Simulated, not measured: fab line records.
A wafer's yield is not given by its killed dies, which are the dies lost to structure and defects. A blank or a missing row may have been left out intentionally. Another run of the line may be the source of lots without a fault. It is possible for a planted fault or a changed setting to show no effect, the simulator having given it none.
Which of the tools did it? :: flow n5Finfet :: 24 lots with 72 wafers sampled at 5 steps, on a route of 1938 steps

WHAT EACH GAUGE READ, for each wafer
N5_PMOS_HMC_CHANNEL_EPI_INSPECT_11: inspects for defects (macro). Usual: rawDefectCount 2.0, standard deviation 1.4.
lot: L074
measured: day 1 17:26
on: defectInspect-01
rawDefectCount: 4 3 4
flag: 

lot: L075
measured: day 1 23:11
on: defectInspect-01
rawDefectCount: 3 2 2
flag: 

lot: L076
measured: day 2 05:36
on: defectInspect-01
rawDefectCount: 7 1 4
flag: 

lot: L077
measured: day 2 11:38
on: defectInspect-01
rawDefectCount: 3 2 4
flag: 

lot: L078
measured: day 2 17:35
on: defectInspect-02
rawDefectCount: 3 2 0
flag: 

lot: L079
measured: day 2 23:26
on: defectInspect-01
rawDefectCount: 3 5 0
flag: 

lot: L080
measured: day 3 05:10
on: defectInspect-01
rawDefectCount: 3 0 0
flag: 

lot: L081
measured: day 3 11:31
on: defectInspect-02
rawDefectCount: 4 1 1
flag: 

lot: L082
measured: day 3 18:16
on: defectInspect-02
rawDefectCount: 0 0 2
flag: 

lot: L083
measured: day 3 23:40
on: defectInspect-02
rawDefectCount: 3 2 3
flag: 

lot: L084
measured: day 4 06:01
on: defectInspect-01
rawDefectCount: 2 1 4
flag: 

lot: L085
measured: day 4 11:29
on: defectInspect-01
rawDefectCount: 3 2 2
flag: 

lot: L086
measured: day 4 17:00
on: defectInspect-01
rawDefectCount: 2 4 2
flag: 

lot: L087
measured: day 4 23:42
on: defectInspect-01
rawDefectCount: 1 1 3
flag: 

lot: L088
measured: day 5 05:16
on: defectInspect-01
rawDefectCount: 3 1 1
flag: 

lot: L089
measured: day 5 11:20
on: defectInspect-02
rawDefectCount: 3 2 3
flag: 

lot: L090
measured: day 5 17:19
on: defectInspect-02
rawDefectCount: 4 2 3
flag: 

lot: L091
measured: day 5 23:19
on: defectInspect-01
rawDefectCount: 0 4 1
flag: 

lot: L092
measured: day 6 05:52
on: defectInspect-01
rawDefectCount: 0 0 4
flag: 

lot: L093
measured: day 6 13:04
on: defectInspect-01
rawDefectCount: 3 2 0
flag: 

lot: L094
measured: day 6 17:58
on: defectInspect-02
rawDefectCount: 6 1 1
flag: 

lot: L095
measured: day 7 03:49
on: defectInspect-01
rawDefectCount: 2 0 1
flag: 

lot: L096
measured: day 7 05:17
on: defectInspect-02
rawDefectCount: 1 0 2
flag: 

lot: L097
measured: day 7 14:01
on: defectInspect-01
rawDefectCount: 2 1 2
flag: 

N5_FIN_SAQP_THK_MEAS_05. Usual: thkNm 37.7 nm, standard deviation 0.5.
lot: L074
measured: day 1 21:06
on: filmMetro-01
thkNm (nm): 38.1 37.8 37.3
flag: 

lot: L075
measured: day 2 03:01
on: filmMetro-02
thkNm (nm): 37.3 37.5 38.1
flag: 

lot: L076
measured: day 2 09:01
on: filmMetro-02
thkNm (nm): 36.6 37.4 37.4
flag: 

lot: L077
measured: day 2 15:37
on: filmMetro-02
thkNm (nm): 37.4 37.6 38.3
flag: 

lot: L078
measured: day 2 20:59
on: filmMetro-02
thkNm (nm): 37.0 37.1 38.2
flag: 

lot: L079
measured: day 3 03:03
on: filmMetro-01
thkNm (nm): 37.5 37.6 38.8
flag: 

lot: L080
measured: day 3 08:41
on: filmMetro-01
thkNm (nm): 37.1 37.4 37.4
flag: 

lot: L081
measured: day 3 14:56
on: filmMetro-02
thkNm (nm): 37.3 38.0 38.0
flag: 

lot: L082
measured: day 3 21:55
on: filmMetro-02
thkNm (nm): 37.8 37.9 38.6
flag: 

lot: L083
measured: day 4 03:05
on: filmMetro-01
thkNm (nm): 37.3 37.5 37.7
flag: 

lot: L084
measured: day 4 09:34
on: filmMetro-02
thkNm (nm): 38.2 37.5 37.0
flag: 

lot: L085
measured: day 4 15:35
on: filmMetro-02
thkNm (nm): 37.7 38.3 37.8
flag: 

lot: L086
measured: day 4 20:31
on: filmMetro-02
thkNm (nm): 38.1 37.8 39.3
flag: 

lot: L087
measured: day 5 03:59
on: filmMetro-02
thkNm (nm): 37.2 37.2 38.0
flag: 

lot: L088
measured: day 5 08:50
on: filmMetro-01
thkNm (nm): 37.8 37.1 37.5
flag: 

lot: L089
measured: day 5 14:46
on: filmMetro-01
thkNm (nm): 37.1 37.8 38.5
flag: 

lot: L090
measured: day 5 20:43
on: filmMetro-01
thkNm (nm): 37.3 37.8 37.5
flag: 

lot: L091
measured: day 6 02:52
on: filmMetro-02
thkNm (nm): 36.7 37.2 38.3
flag: 

lot: L092
measured: day 6 10:09
on: filmMetro-01
thkNm (nm): 37.7 37.5 38.4
flag: 

lot: L093
measured: day 6 17:10
on: filmMetro-02
thkNm (nm): 37.2 38.5 37.8
flag: 

lot: L094
measured: day 6 22:10
on: filmMetro-02
thkNm (nm): 38.2 38.4 38.2
flag: 

lot: L095
measured: day 7 09:19
on: filmMetro-01
thkNm (nm): 37.1 37.2 37.6
flag: 

lot: L096
measured: day 7 09:35
on: filmMetro-02
thkNm (nm): 37.3 38.7 38.0
flag: 

lot: L097
measured: day 7 18:05
on: filmMetro-01
thkNm (nm): 37.5 37.4 37.6
flag: 

N5_FIN_SAQP_INSPECT_18: inspects for defects (brightfield). Usual: rawDefectCount 386, standard deviation 89.
lot: L074
measured: day 1 21:49
on: defectInspect-01
rawDefectCount: 350 387 363
flag: 

lot: L075
measured: day 2 03:47
on: defectInspect-02
rawDefectCount: 326 317 363
flag: 

lot: L076
measured: day 2 09:40
on: defectInspect-02
rawDefectCount: 525 335 445
flag: 

lot: L077
measured: day 2 16:27
on: defectInspect-02
rawDefectCount: 327 340 440
flag: 

lot: L078
measured: day 2 21:46
on: defectInspect-01
rawDefectCount: 344 421 289
flag: 

lot: L079
measured: day 3 03:48
on: defectInspect-01
rawDefectCount: 301 334 224
flag: 

lot: L080
measured: day 3 09:26
on: defectInspect-01
rawDefectCount: 290 219 209
flag: 

lot: L081
measured: day 3 15:42
on: defectInspect-01
rawDefectCount: 451 369 330
flag: 

lot: L082
measured: day 3 22:41
on: defectInspect-02
rawDefectCount: 351 327 339
flag: 

lot: L083
measured: day 4 03:51
on: defectInspect-01
rawDefectCount: 484 388 360
flag: 

lot: L084
measured: day 4 10:11
on: defectInspect-02
rawDefectCount: 352 376 474
flag: 

lot: L085
measured: day 4 16:20
on: defectInspect-01
rawDefectCount: 323 224 257
flag: 

lot: L086
measured: day 4 21:16
on: defectInspect-02
rawDefectCount: 311 396 352
flag: 

lot: L087
measured: day 5 04:37
on: defectInspect-01
rawDefectCount: 366 345 417
flag: 

lot: L088
measured: day 5 09:37
on: defectInspect-01
rawDefectCount: 374 456 517
flag: 

lot: L089
measured: day 5 15:32
on: defectInspect-02
rawDefectCount: 329 612 347
flag: 

lot: L090
measured: day 5 21:28
on: defectInspect-01
rawDefectCount: 454 313 497
flag: 

lot: L091
measured: day 6 03:31
on: defectInspect-01
rawDefectCount: 370 376 396
flag: 

lot: L092
measured: day 6 10:56
on: defectInspect-02
rawDefectCount: 461 425 355
flag: 

lot: L093
measured: day 6 17:56
on: defectInspect-01
rawDefectCount: 415 236 514
flag: 

lot: L094
measured: day 6 22:55
on: defectInspect-02
rawDefectCount: 413 522 364
flag: 

lot: L095
measured: day 7 10:04
on: defectInspect-02
rawDefectCount: 457 458 283
flag: 

lot: L096
measured: day 7 10:22
on: defectInspect-01
rawDefectCount: 374 579 558
flag: 

lot: L097
measured: day 7 18:51
on: defectInspect-01
rawDefectCount: 331 409 311
flag: 

TOOL THAT RAN EACH LOT (tool first, then ch and the chambers of the sampled wafers, then the start)
lot: L074
N5_PMOS_HMC_CHANNEL_EPI_DESCUM_14: rieDiel-06 ch 0,1,3, day 1 17:38
N5_PMOS_HMC_CHANNEL_EPI_ETCH_32: rieDiel-06 ch 0,1,3, day 1 17:40

lot: L075
N5_PMOS_HMC_CHANNEL_EPI_DESCUM_14: rieDiel-02 ch 2,3, day 1 23:13
N5_PMOS_HMC_CHANNEL_EPI_ETCH_32: rieDiel-02 ch 2,3, day 1 23:15

lot: L076
N5_PMOS_HMC_CHANNEL_EPI_DESCUM_14: rieDiel-02 ch 0,2, day 2 05:38
N5_PMOS_HMC_CHANNEL_EPI_ETCH_32: rieDiel-02 ch 0,2, day 2 05:40

lot: L077
N5_PMOS_HMC_CHANNEL_EPI_DESCUM_14: rieDiel-06 ch 0,2,3, day 2 11:44
N5_PMOS_HMC_CHANNEL_EPI_ETCH_32: rieDiel-06 ch 0,2,3, day 2 11:46

lot: L078
N5_PMOS_HMC_CHANNEL_EPI_DESCUM_14: rieDiel-06 ch 0,1,2, day 2 17:37
N5_PMOS_HMC_CHANNEL_EPI_ETCH_32: rieDiel-06 ch 0,1,2, day 2 17:39

lot: L079
N5_PMOS_HMC_CHANNEL_EPI_DESCUM_14: rieDiel-02 ch 2,3, day 2 23:28
N5_PMOS_HMC_CHANNEL_EPI_ETCH_32: rieDiel-02 ch 2,3, day 2 23:31

lot: L080
N5_PMOS_HMC_CHANNEL_EPI_DESCUM_14: rieDiel-04 ch 0,1,3, day 3 05:12
N5_PMOS_HMC_CHANNEL_EPI_ETCH_32: rieDiel-04 ch 0,1,3, day 3 05:14

lot: L081
N5_PMOS_HMC_CHANNEL_EPI_DESCUM_14: rieDiel-06 ch 0,3, day 3 11:32
N5_PMOS_HMC_CHANNEL_EPI_ETCH_32: rieDiel-06 ch 0,3, day 3 11:35

lot: L082
N5_PMOS_HMC_CHANNEL_EPI_DESCUM_14: rieDiel-04 ch 0,1,3, day 3 18:17
N5_PMOS_HMC_CHANNEL_EPI_ETCH_32: rieDiel-04 ch 0,1,3, day 3 18:20

lot: L083
N5_PMOS_HMC_CHANNEL_EPI_DESCUM_14: rieDiel-02 ch 1,2, day 3 23:42
N5_PMOS_HMC_CHANNEL_EPI_ETCH_32: rieDiel-02 ch 1,2, day 3 23:44

lot: L084
N5_PMOS_HMC_CHANNEL_EPI_DESCUM_14: rieDiel-04 ch 0,1,3, day 4 06:05
N5_PMOS_HMC_CHANNEL_EPI_ETCH_32: rieDiel-04 ch 0,1,3, day 4 06:07

lot: L085
N5_PMOS_HMC_CHANNEL_EPI_DESCUM_14: rieDiel-06 ch 0,1,3, day 4 11:34
N5_PMOS_HMC_CHANNEL_EPI_ETCH_32: rieDiel-06 ch 0,1,3, day 4 11:36

lot: L086
N5_PMOS_HMC_CHANNEL_EPI_DESCUM_14: rieDiel-06 ch 0,2, day 4 17:02
N5_PMOS_HMC_CHANNEL_EPI_ETCH_32: rieDiel-06 ch 0,2, day 4 17:04

lot: L087
N5_PMOS_HMC_CHANNEL_EPI_DESCUM_14: rieDiel-04 ch 0,1, day 4 23:53
N5_PMOS_HMC_CHANNEL_EPI_ETCH_32: rieDiel-04 ch 0,1, day 4 23:56

lot: L088
N5_PMOS_HMC_CHANNEL_EPI_DESCUM_14: rieDiel-02 ch 0,1, day 5 05:28
N5_PMOS_HMC_CHANNEL_EPI_ETCH_32: rieDiel-02 ch 0,1, day 5 05:31

lot: L089
N5_PMOS_HMC_CHANNEL_EPI_DESCUM_14: rieDiel-06 ch 1,2, day 5 11:22
N5_PMOS_HMC_CHANNEL_EPI_ETCH_32: rieDiel-06 ch 1,2, day 5 11:25

lot: L090
N5_PMOS_HMC_CHANNEL_EPI_DESCUM_14: rieDiel-06 ch 1,3, day 5 17:20
N5_PMOS_HMC_CHANNEL_EPI_ETCH_32: rieDiel-06 ch 1,3, day 5 17:23

lot: L091
N5_PMOS_HMC_CHANNEL_EPI_DESCUM_14: rieDiel-04 ch 0,1,2, day 5 23:20
N5_PMOS_HMC_CHANNEL_EPI_ETCH_32: rieDiel-04 ch 0,1,2, day 5 23:23

lot: L092
N5_PMOS_HMC_CHANNEL_EPI_DESCUM_14: rieDiel-06 ch 0,1,2, day 6 06:01
N5_PMOS_HMC_CHANNEL_EPI_ETCH_32: rieDiel-06 ch 0,1,2, day 6 06:03

lot: L093
N5_PMOS_HMC_CHANNEL_EPI_DESCUM_14: rieDiel-04 ch 0,3, day 6 13:06
N5_PMOS_HMC_CHANNEL_EPI_ETCH_32: rieDiel-04 ch 0,3, day 6 13:08

lot: L094
N5_PMOS_HMC_CHANNEL_EPI_DESCUM_14: rieDiel-06 ch 0,1, day 6 18:14
N5_PMOS_HMC_CHANNEL_EPI_ETCH_32: rieDiel-06 ch 0,1, day 6 18:17

lot: L095
N5_PMOS_HMC_CHANNEL_EPI_DESCUM_14: rieDiel-04 ch 0,1,2, day 7 03:50
N5_PMOS_HMC_CHANNEL_EPI_ETCH_32: rieDiel-04 ch 0,1,2, day 7 03:53

lot: L096
N5_PMOS_HMC_CHANNEL_EPI_DESCUM_14: rieDiel-06 ch 0,2, day 7 05:31
N5_PMOS_HMC_CHANNEL_EPI_ETCH_32: rieDiel-06 ch 0,2, day 7 05:34

lot: L097
N5_PMOS_HMC_CHANNEL_EPI_DESCUM_14: rieDiel-04 ch 1,2,3, day 7 14:03
N5_PMOS_HMC_CHANNEL_EPI_ETCH_32: rieDiel-04 ch 1,2,3, day 7 14:05
- N5_PMOS_HMC_CHANNEL_EPI_DESCUM_14: chemistry O2, time 7.9 s.
- N5_PMOS_HMC_CHANNEL_EPI_ETCH_32: etches BARC in N2/H2, stops on SiO2, target depth 85.8 nm, time 50.3 s.

AS READ BY THE TOOLS THEMSELVES (means over the sampled wafers that have a number; for cases with no such wafer, the mark the record gives instead)
N5_PMOS_HMC_CHANNEL_EPI_DESCUM_14. Usual: drypumpMotorCurrentA 5.5 A, standard deviation 0.51; oesProductAu 0.77 a.u., standard deviation 0.059; rfVppV 243.7 V, standard deviation 1.1; showerheadPlenumPTorr 2.12 Torr, standard deviation 0.054; throttleValvePct 20.44 %, standard deviation 0.2.
lot: L074
tool: rieDiel-06
drypumpMotorCurrentA (A): 5.5
oesProductAu (a.u.): 0.74
rfVppV (V): 243.7
showerheadPlenumPTorr (Torr): 2.11
throttleValvePct (%): 20.36
flag: 

lot: L075
tool: rieDiel-02
drypumpMotorCurrentA (A): 5.5
oesProductAu (a.u.): 0.77
rfVppV (V): 244.9
showerheadPlenumPTorr (Torr): 2.19
throttleValvePct (%): 20.37
flag: 

lot: L076
tool: rieDiel-02
drypumpMotorCurrentA (A): 6.0
oesProductAu (a.u.): 0.73
rfVppV (V): 243.9
showerheadPlenumPTorr (Torr): 2.14
throttleValvePct (%): 20.61
flag: 

lot: L077
tool: rieDiel-06
drypumpMotorCurrentA (A): 5.7
oesProductAu (a.u.): 0.73
rfVppV (V): 242.7
showerheadPlenumPTorr (Torr): 2.08
throttleValvePct (%): 20.45
flag: 

lot: L078
tool: rieDiel-06
drypumpMotorCurrentA (A): 5.4
oesProductAu (a.u.): 0.76
rfVppV (V): 243.1
showerheadPlenumPTorr (Torr): 2.13
throttleValvePct (%): 20.47
flag: 

lot: L079
tool: rieDiel-02
drypumpMotorCurrentA (A): 5.9
oesProductAu (a.u.): 0.73
rfVppV (V): 244.5
showerheadPlenumPTorr (Torr): 2.17
throttleValvePct (%): 20.51
flag: 

lot: L080
tool: rieDiel-04
drypumpMotorCurrentA (A): 5.5
oesProductAu (a.u.): 0.84
rfVppV (V): 244.1
showerheadPlenumPTorr (Torr): 2.16
throttleValvePct (%): 20.37
flag: 

lot: L081
tool: rieDiel-06
drypumpMotorCurrentA (A): 5.8
oesProductAu (a.u.): 0.70
rfVppV (V): 243.3
showerheadPlenumPTorr (Torr): 2.06
throttleValvePct (%): 20.35
flag: 

lot: L082
tool: rieDiel-04
drypumpMotorCurrentA (A): 5.5
oesProductAu (a.u.): 0.84
rfVppV (V): 244.9
showerheadPlenumPTorr (Torr): 2.16
throttleValvePct (%): 20.37
flag: 

lot: L083
tool: rieDiel-02
drypumpMotorCurrentA (A): 6.1
oesProductAu (a.u.): 0.74
rfVppV (V): 243.8
showerheadPlenumPTorr (Torr): 2.14
throttleValvePct (%): 20.52
flag: 

lot: L084
tool: rieDiel-04
drypumpMotorCurrentA (A): 5.5
oesProductAu (a.u.): 0.83
rfVppV (V): 244.1
showerheadPlenumPTorr (Torr): 2.16
throttleValvePct (%): 20.39
flag: 

lot: L085
tool: rieDiel-06
drypumpMotorCurrentA (A): 5.6
oesProductAu (a.u.): 0.73
rfVppV (V): 242.3
showerheadPlenumPTorr (Torr): 2.10
throttleValvePct (%): 20.39
flag: 

lot: L086
tool: rieDiel-06
drypumpMotorCurrentA (A): 5.5
oesProductAu (a.u.): 0.76
rfVppV (V): 242.4
showerheadPlenumPTorr (Torr): 2.10
throttleValvePct (%): 20.56
flag: 

lot: L087
tool: rieDiel-04
drypumpMotorCurrentA (A): 5.5
oesProductAu (a.u.): 0.82
rfVppV (V): 243.4
showerheadPlenumPTorr (Torr): 2.14
throttleValvePct (%): 20.33
flag: 

lot: L088
tool: rieDiel-02
drypumpMotorCurrentA (A): 5.4
oesProductAu (a.u.): 0.76
rfVppV (V): 243.2
showerheadPlenumPTorr (Torr): 2.09
throttleValvePct (%): 20.53
flag: 

lot: L089
tool: rieDiel-06
drypumpMotorCurrentA (A): 5.7
oesProductAu (a.u.): 0.77
rfVppV (V): 244.6
showerheadPlenumPTorr (Torr): 2.13
throttleValvePct (%): 20.74
flag: 

lot: L090
tool: rieDiel-06
drypumpMotorCurrentA (A): 6.1
oesProductAu (a.u.): 0.71
rfVppV (V): 243.7
showerheadPlenumPTorr (Torr): 2.09
throttleValvePct (%): 20.54
flag: 

lot: L091
tool: rieDiel-04
drypumpMotorCurrentA (A): 5.4
oesProductAu (a.u.): 0.81
rfVppV (V): 244.8
showerheadPlenumPTorr (Torr): 2.12
throttleValvePct (%): 20.40
flag: 

lot: L092
tool: rieDiel-06
drypumpMotorCurrentA (A): 5.4
oesProductAu (a.u.): 0.74
rfVppV (V): 243.7
showerheadPlenumPTorr (Torr): 2.12
throttleValvePct (%): 20.51
flag: 

lot: L093
tool: rieDiel-04
drypumpMotorCurrentA (A): 5.2
oesProductAu (a.u.): 0.84
rfVppV (V): 243.4
showerheadPlenumPTorr (Torr): 2.14
throttleValvePct (%): 20.42
flag: 

lot: L094
tool: rieDiel-06
drypumpMotorCurrentA (A): 5.3
oesProductAu (a.u.): 0.74
rfVppV (V): 244.3
showerheadPlenumPTorr (Torr): 2.14
throttleValvePct (%): 20.46
flag: 

lot: L095
tool: rieDiel-04
drypumpMotorCurrentA (A): 5.4
oesProductAu (a.u.): 0.81
rfVppV (V): 243.3
showerheadPlenumPTorr (Torr): 2.11
throttleValvePct (%): 20.41
flag: 

lot: L096
tool: rieDiel-06
drypumpMotorCurrentA (A): 5.2
oesProductAu (a.u.): 0.72
rfVppV (V): 243.4
showerheadPlenumPTorr (Torr): 2.08
throttleValvePct (%): 20.35
flag: 

lot: L097
tool: rieDiel-04
drypumpMotorCurrentA (A): 5.4
oesProductAu (a.u.): 0.83
rfVppV (V): 244.3
showerheadPlenumPTorr (Torr): 2.13
throttleValvePct (%): 20.47
flag: 

N5_PMOS_HMC_CHANNEL_EPI_ETCH_32. Usual: drypumpMotorCurrentA 5.5 A, standard deviation 0.51; oesProductAu 0.66 a.u., standard deviation 0.049; rfVppV 524.8 V, standard deviation 1.7; showerheadPlenumPTorr 2.58 Torr, standard deviation 0.059; throttleValvePct 17.91 %, standard deviation 0.19.
lot: L074
tool: rieDiel-06
drypumpMotorCurrentA (A): 5.6
oesProductAu (a.u.): 0.63
rfVppV (V): 524.3
showerheadPlenumPTorr (Torr): 2.58
throttleValvePct (%): 17.93
flag: 

lot: L075
tool: rieDiel-02
drypumpMotorCurrentA (A): 5.5
oesProductAu (a.u.): 0.66
rfVppV (V): 526.3
showerheadPlenumPTorr (Torr): 2.66
throttleValvePct (%): 17.86
flag: 

lot: L076
tool: rieDiel-02
drypumpMotorCurrentA (A): 6.0
oesProductAu (a.u.): 0.62
rfVppV (V): 526.0
showerheadPlenumPTorr (Torr): 2.59
throttleValvePct (%): 18.10
flag: 

lot: L077
tool: rieDiel-06
drypumpMotorCurrentA (A): 5.7
oesProductAu (a.u.): 0.63
rfVppV (V): 523.6
showerheadPlenumPTorr (Torr): 2.54
throttleValvePct (%): 17.98
flag: 

lot: L078
tool: rieDiel-06
drypumpMotorCurrentA (A): 5.4
oesProductAu (a.u.): 0.66
rfVppV (V): 524.7
showerheadPlenumPTorr (Torr): 2.58
throttleValvePct (%): 17.92
flag: 

lot: L079
tool: rieDiel-02
drypumpMotorCurrentA (A): 5.9
oesProductAu (a.u.): 0.63
rfVppV (V): 526.0
showerheadPlenumPTorr (Torr): 2.64
throttleValvePct (%): 17.96
flag: 

lot: L080
tool: rieDiel-04
drypumpMotorCurrentA (A): 5.5
oesProductAu (a.u.): 0.72
rfVppV (V): 525.8
showerheadPlenumPTorr (Torr): 2.61
throttleValvePct (%): 17.73
flag: 

lot: L081
tool: rieDiel-06
drypumpMotorCurrentA (A): 5.8
oesProductAu (a.u.): 0.60
rfVppV (V): 523.5
showerheadPlenumPTorr (Torr): 2.53
throttleValvePct (%): 18.00
flag: 

lot: L082
tool: rieDiel-04
drypumpMotorCurrentA (A): 5.5
oesProductAu (a.u.): 0.72
rfVppV (V): 526.7
showerheadPlenumPTorr (Torr): 2.61
throttleValvePct (%): 17.75
flag: 

lot: L083
tool: rieDiel-02
drypumpMotorCurrentA (A): 6.2
oesProductAu (a.u.): 0.64
rfVppV (V): 525.4
showerheadPlenumPTorr (Torr): 2.60
throttleValvePct (%): 18.01
flag: 

lot: L084
tool: rieDiel-04
drypumpMotorCurrentA (A): 5.5
oesProductAu (a.u.): 0.71
rfVppV (V): 525.8
showerheadPlenumPTorr (Torr): 2.61
throttleValvePct (%): 17.75
flag: 

lot: L085
tool: rieDiel-06
drypumpMotorCurrentA (A): 5.6
oesProductAu (a.u.): 0.62
rfVppV (V): 524.4
showerheadPlenumPTorr (Torr): 2.57
throttleValvePct (%): 17.95
flag: 

lot: L086
tool: rieDiel-06
drypumpMotorCurrentA (A): 5.5
oesProductAu (a.u.): 0.65
rfVppV (V): 524.5
showerheadPlenumPTorr (Torr): 2.54
throttleValvePct (%): 17.99
flag: 

lot: L087
tool: rieDiel-04
drypumpMotorCurrentA (A): 5.4
oesProductAu (a.u.): 0.69
rfVppV (V): 525.3
showerheadPlenumPTorr (Torr): 2.60
throttleValvePct (%): 17.77
flag: 

lot: L088
tool: rieDiel-02
drypumpMotorCurrentA (A): 5.4
oesProductAu (a.u.): 0.65
rfVppV (V): 524.5
showerheadPlenumPTorr (Torr): 2.54
throttleValvePct (%): 18.13
flag: 

lot: L089
tool: rieDiel-06
drypumpMotorCurrentA (A): 5.7
oesProductAu (a.u.): 0.66
rfVppV (V): 525.3
showerheadPlenumPTorr (Torr): 2.57
throttleValvePct (%): 18.12
flag: 

lot: L090
tool: rieDiel-06
drypumpMotorCurrentA (A): 6.0
oesProductAu (a.u.): 0.61
rfVppV (V): 524.3
showerheadPlenumPTorr (Torr): 2.56
throttleValvePct (%): 18.14
flag: 

lot: L091
tool: rieDiel-04
drypumpMotorCurrentA (A): 5.4
oesProductAu (a.u.): 0.70
rfVppV (V): 524.5
showerheadPlenumPTorr (Torr): 2.57
throttleValvePct (%): 17.81
flag: 

lot: L092
tool: rieDiel-06
drypumpMotorCurrentA (A): 5.4
oesProductAu (a.u.): 0.64
rfVppV (V): 524.4
showerheadPlenumPTorr (Torr): 2.57
throttleValvePct (%): 17.96
flag: 

lot: L093
tool: rieDiel-04
drypumpMotorCurrentA (A): 5.2
oesProductAu (a.u.): 0.72
rfVppV (V): 524.4
showerheadPlenumPTorr (Torr): 2.58
throttleValvePct (%): 17.75
flag: 

lot: L094
tool: rieDiel-06
drypumpMotorCurrentA (A): 5.3
oesProductAu (a.u.): 0.63
rfVppV (V): 524.9
showerheadPlenumPTorr (Torr): 2.60
throttleValvePct (%): 17.93
flag: 

lot: L095
tool: rieDiel-04
drypumpMotorCurrentA (A): 5.4
oesProductAu (a.u.): 0.69
rfVppV (V): 524.4
showerheadPlenumPTorr (Torr): 2.56
throttleValvePct (%): 17.84
flag: 

lot: L096
tool: rieDiel-06
drypumpMotorCurrentA (A): 5.2
oesProductAu (a.u.): 0.62
rfVppV (V): 523.3
showerheadPlenumPTorr (Torr): 2.53
throttleValvePct (%): 17.86
flag: 

lot: L097
tool: rieDiel-04
drypumpMotorCurrentA (A): 5.5
oesProductAu (a.u.): 0.71
rfVppV (V): 525.0
showerheadPlenumPTorr (Torr): 2.57
throttleValvePct (%): 17.85
flag: 

THE ANSWER, worked out from the rows above alone
Rule: lot off if the mean of its wafers having a number is beyond 3 standard deviations from the usual mean. Also off: a lot with no number at a reading for which 4 or more lots have one. All remaining lots with rows at the step are treated as sound. After the gauges, taken in route order, come the tools' own readings; for these a lot's mean is taken, as printed above. The first step at which some lot is off is used, and at that step the reading that is off furthest; a lot without a number counts as furthest.
No lot is off on any of the readings shown, so nothing can be concluded from this.

WHAT HAD BEEN PUT IN BY THE SIMULATOR
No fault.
